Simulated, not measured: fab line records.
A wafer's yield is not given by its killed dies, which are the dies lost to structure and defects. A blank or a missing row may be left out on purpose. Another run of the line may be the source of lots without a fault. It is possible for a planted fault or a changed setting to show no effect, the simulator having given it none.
A struck lot beside a sound one ; flow nand harc ; 14 steps out of a route of 1159
Sound: these wafers, L897.1, L897.3, L897.5. Struck: wafers L911.1, L911.3, L911.4. The cause is named last.
At each step with rows: each side's tool, then ch and its chambers, then its first start. Under that, the readings that differ: sound wafers ; struck wafers ; difference of the means ; sigmas: that difference in standard deviations of wafers without a fault.
alike: readings with means less than 2 such deviations apart, plus words and numbers identical on both sides. not compared: withheld readings, readings lacking a value on some wafer, bounds such as >300 that could conceal the same value, and numbers that have no deviation in the record and whose values overlap.
A row with sigmas, a row that says differs or no value, or rows on one side alone: a step with any of these is where the two part. Numbers that have no deviation but don't overlap get no sigmas and don't part them. A reading missing from all wafers of one side parts the sides only when that side holds two or more wafers.

NHARC_A_SOURCE_PLATE_THK_MEAS_09: measures by ellipsometry.
  sound on film metro-01 at day 7 12:09; struck on film metro-02 at day 11 04:02
  alike: thk nm
then, 3 steps without rows for these wafers: NHARC_A_SOURCE_PLATE_PVD_04 (deposits WSi2, target thk 50 nm); NHARC_A_SOURCE_PLATE_CVD_03 (deposits poly-Si, target thk 200 nm, time 4000 s); NHARC_A_SOURCE_PLATE_ANNEAL_05 (time 1800 s).
NHARC_A_SOURCE_PLATE_THK_MEAS_06: measures by ellipsometry.
  sound on film metro-01 at day 8 01:19; struck on film metro-02 at day 11 18:20
  alike: thk nm
NHARC_A_SOURCE_PLATE_INSPECT_08:
  sound on defect inspect-01 at day 8 01:23; struck on defect inspect-01 at day 11 18:25
  alike: raw defect count
after that, 1 step with no rows for these wafers: NHARC_A_ONON_D1_DEP_00 (target thk 1000 nm).
NHARC_A_ONON_D1_THK_MEAS_02: measures by ellipsometry.
  sound on film metro-01 at day 8 01:57; struck on film metro-02 at day 11 19:20
  alike: thk nm
after that, 1 step with no rows for these wafers: NHARC_A_ONON_D1_DEP_03 (target thk 1000 nm).
NHARC_A_ONON_D1_THK_MEAS_05: measures by ellipsometry.
  sound on film metro-02 at day 8 02:31; struck on film metro-02 at day 11 19:54
  alike: thk nm
NHARC_A_ONON_D1_DEP_06: target thk 1000 nm.
  sound on pecvd onon-01 ch 0, day 8 02:35; struck on pecvd onon-01 ch 0, day 11 19:58
NHARC_A_ONON_D1_THK_MEAS_08: measures by ellipsometry.
  sound on film metro-02 at day 8 03:05; struck on film metro-02 at day 11 20:28
reading;sound;struck;difference;sigmas
thk nm (nm);1013 1013 1012;497 497 497;-516;-62
after that, 1 step with no rows for these wafers: NHARC_A_ONON_D1_DEP_09 (target thk 1000 nm).
-- the record jumps here: 12 days lie between the struck wafers' starts before and after (it left off in module A_ONON_D1 and takes up again in module END, whose first step shown is number 1159 of the route) --
NHARC_END_SORT_01:
  here the record holds rows for the struck wafers (prober-02 ch 0, day 24 07:42) but none for the sound ones

== WHERE THEY PART ==
First at NHARC_A_ONON_D1_THK_MEAS_08; last, within this record, at NHARC_END_SORT_01.

WHY: what had been put in by the simulator
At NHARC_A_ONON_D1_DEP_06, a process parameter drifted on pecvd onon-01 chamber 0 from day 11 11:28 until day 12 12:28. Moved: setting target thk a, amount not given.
